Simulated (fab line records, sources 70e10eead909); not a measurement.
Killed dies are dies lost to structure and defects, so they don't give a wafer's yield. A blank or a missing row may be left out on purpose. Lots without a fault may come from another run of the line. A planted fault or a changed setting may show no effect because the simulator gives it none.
One fault seen from 2 desks | flow nand_harc | each desk has only its own numbers; what lay behind them comes last

THE METROLOGY DESK
What the gauges read, lot by lot, whatever tool the lot ran on: means of the sampled wafers that have a number. A lot is out of limits, marked OUT, if its mean lies more than 4 standard deviations from the usual mean; the brackets give that distance.
Columns: A = cd_nm at NHARC_A_BLC_CD_MEAS_10, usual 100.0 nm; B = overlay_x_nm at NHARC_A_BLC_OVL_MEAS_11, usual 0.1 nm; C = overlay_y_nm at NHARC_A_BLC_OVL_MEAS_11, usual 0.0 nm
lot  | first seen here | A     | B    | C
L562 | day 23 06:55    | 99.5  | 1.1  | -0.7
L564 | day 23 18:45    | 100.7 | 0.2  | 1.9
L565 | day 25 04:56    | 99.2  | -0.9 | 0.9
L566 | day 25 12:14    | 99.9  | 0.4  | 0.8
L568 | day 25 16:13    | 99.6  | -0.1 | -0.8
L567 | day 25 18:40    | 99.4  | -0.1 | -0.7
L569 | day 25 20:13    | 99.3  | 0.6  | -0.0
L571 | day 27 01:08    | 99.9  | 0.9  | -0.3
L572 | day 27 01:41    | 99.5  | -0.7 | 0.5
L574 | day 27 13:25    | 100.1 | -0.7 | 0.2
L576 | day 28 21:17    | 99.9  | -0.8 | 0.2
L579 | day 30 15:20    | 101.0 | -0.7 | -0.8
L584 | day 31 19:08    | 100.3 | 0.6  | 0.0
L583 | day 31 22:38    | 99.6  | -0.6 | -1.0
This desk's finding: nothing out of limits on any of the 14 lots.

THE TOOL OWNER'S DESK: cmp-03
The tool's own readings at NHARC_A_BLC_CMP_25 (polishes, t overpolish 30 s, target thk 150 nm): means of the sampled wafers that have a number, for each lot that ran on this tool. A lot is out of limits, marked OUT, if its mean lies more than 4 standard deviations from the usual mean; the brackets give that distance.
Columns: A = motor_current_A at NHARC_A_BLC_CMP_25, usual 12.3 A; B = overpolish_run_s at NHARC_A_BLC_CMP_25, usual 29.999 s; C = time_to_endpoint_s at NHARC_A_BLC_CMP_25, usual 30.7 s
lot  | first seen here | A    | B                        | C
L562 | day 23 09:42    | 12.5 | 30.002                   | 30.7
L564 | day 23 21:29    | 11.0 | 29.997                   | 30.2
L569 | day 25 23:28    | 12.7 | 30.004                   | 30.2
L571 | day 27 03:55    | 12.5 | 29.998                   | 30.5
L572 | day 27 04:28    | 12.4 | 25.023 (-99 or more) OUT | 42.5 (+4.5) OUT
L574 | day 27 16:30    | 11.0 | 25.160 (-99 or more) OUT | 43.5 (+4.9) OUT
L576 | day 29 00:25    | 11.2 | 25.671 (-99 or more) OUT | 43.4 (+4.9) OUT
L584 | day 31 21:55    | 11.7 | 30.005                   | 30.9
This desk's finding: out of limits on L572, L574, L576; first on L572, day 27 04:28 (overpolish_run_s at NHARC_A_BLC_CMP_25). In limits: L562, L564, L569, L571, L584.

PUT TOGETHER
The tool owner's desk could have raised an alarm at day 27 04:28, on L572, L574, L576.
The metrology desk saw nothing out of limits.
The metrology desk has L572, L574, L576 on record, within its limits.
Of the lots named, all ran NHARC_A_BLC_CMP_25 on cmp-03.

WHAT THE SIMULATOR HAD PUT IN
Process parameter drift: cmp-03, from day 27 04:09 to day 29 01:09, at NHARC_A_BLC_CMP_25. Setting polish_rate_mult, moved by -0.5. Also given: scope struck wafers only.
Lots struck among those shown: L572, L574, L576.
Hours from the fault's start to each desk's first reading out of limits: the tool owner's desk, 0.
